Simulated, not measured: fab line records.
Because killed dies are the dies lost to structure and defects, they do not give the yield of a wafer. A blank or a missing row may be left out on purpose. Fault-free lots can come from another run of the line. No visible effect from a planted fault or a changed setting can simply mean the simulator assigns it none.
Chamber matching + flow nandHarc + cmp-02 running NHARC_P_BONDPAD_CMP_19: 4 sister chambers
The step polishes, t overpolish 30 s, cu recess touch 16 s, target thk 160.81 nm. 14 wafers are shown with their chamber, then 7 later ones without.

## EACH WAFER AND ITS CHAMBER
| wafer  | chamber | motorCurrentA (A) | retainingRingPressureFrac | overpolishRunS (s) |
|--------|---------|-------------------|---------------------------|--------------------|
| L210.1 | 2       | 12.6              | 0.997                     | 29.997             |
| L210.5 | 2       | 12.6              | 0.992                     | 29.994             |
| L210.6 | 1       | 11.4              | 0.998                     | 29.998             |
| L212.1 | 3       | 12.9              | 0.992                     | 30.004             |
| L212.2 | 1       | 11.0              | 1.004                     | 29.995             |
| L212.4 | 0       | 12.1              | 0.999                     | 29.996             |
| L213.2 | 0       | 12.0              | 0.998                     | 30.003             |
| L213.3 | 3       | 12.6              | 1.000                     | 29.992             |
| L213.5 | 2       | 12.9              | 0.993                     | 30.004             |
| L214.3 | 1       | 11.3              | 1.004                     | 29.995             |
| L214.5 | 1       | 11.4              | 0.999                     | 30.004             |
| L214.6 | 2       | 12.6              | 0.998                     | 29.982             |
| L220.1 | 2       | 12.5              | 0.996                     | 29.996             |
| L220.4 | 0       | 12.7              | 0.997                     | 30.014             |

SIGNATURES (means of the wafers above)
| reading                   | chamber 0 | chamber 1 | chamber 2 | chamber 3 | scatter within a chamber |
|---------------------------|-----------|-----------|-----------|-----------|--------------------------|
| motorCurrentA             | 12.267    | 11.275    | 12.640    | 12.750    | 0.23                     |
| retainingRingPressureFrac | 0.99800   | 1.00125   | 0.99520   | 0.99600   | 0.00303                  |
| overpolishRunS            | 30.00433  | 29.99800  | 29.99460  | 29.99800  | 0.00739                  |
Rule: for a wafer and a chamber, the distance is found by dividing, reading by reading, the gap between the wafer's reading and the chamber's mean by the reading's scatter, squaring, summing and taking the root. If the next closest chamber is less than 2 further off than the closest, the wafer can't be placed; otherwise it belongs to the closest. The scatter: the root of (the sum of the squares of (reading less its chamber's mean) over the shown wafers, divided by (wafers less chambers)).

## WAFERS WITH NO CHAMBER GIVEN
| wafer  | motorCurrentA (A) | retainingRingPressureFrac | overpolishRunS (s) |
|--------|-------------------|---------------------------|--------------------|
| L220.5 | 11.9              | 1.001                     | 30.017             |
| L223.2 | 12.7              | 1.006                     | 30.000             |
| L223.3 | 12.1              | 0.999                     | 29.996             |
| L223.4 | 13.2              | 0.995                     | 29.995             |
| L230.1 | 11.0              | 1.000                     | 30.010             |
| L230.4 | 12.4              | 1.005                     | 29.993             |
| L230.6 | 10.4              | 1.000                     | 29.997             |

## CHAMBER TAKEN BY EACH
| wafer  | from the rows above          | in truth |
|--------|------------------------------|----------|
| L220.5 | can't be placed: 0 or 1      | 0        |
| L223.2 | can't be placed: 0 or 3 or 2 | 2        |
| L223.3 | can't be placed: 0 or 2 or 3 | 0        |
| L223.4 | can't be placed: 3 or 2      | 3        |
| L230.1 | 1                            | 1        |
| L230.4 | can't be placed: 0 or 3 or 2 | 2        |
| L230.6 | 1                            | 1        |
Correctly placed: 2 of 7. Cannot be placed on the basis of these rows: 5; the candidates contain the true chamber in 5. 0 placed wrongly.
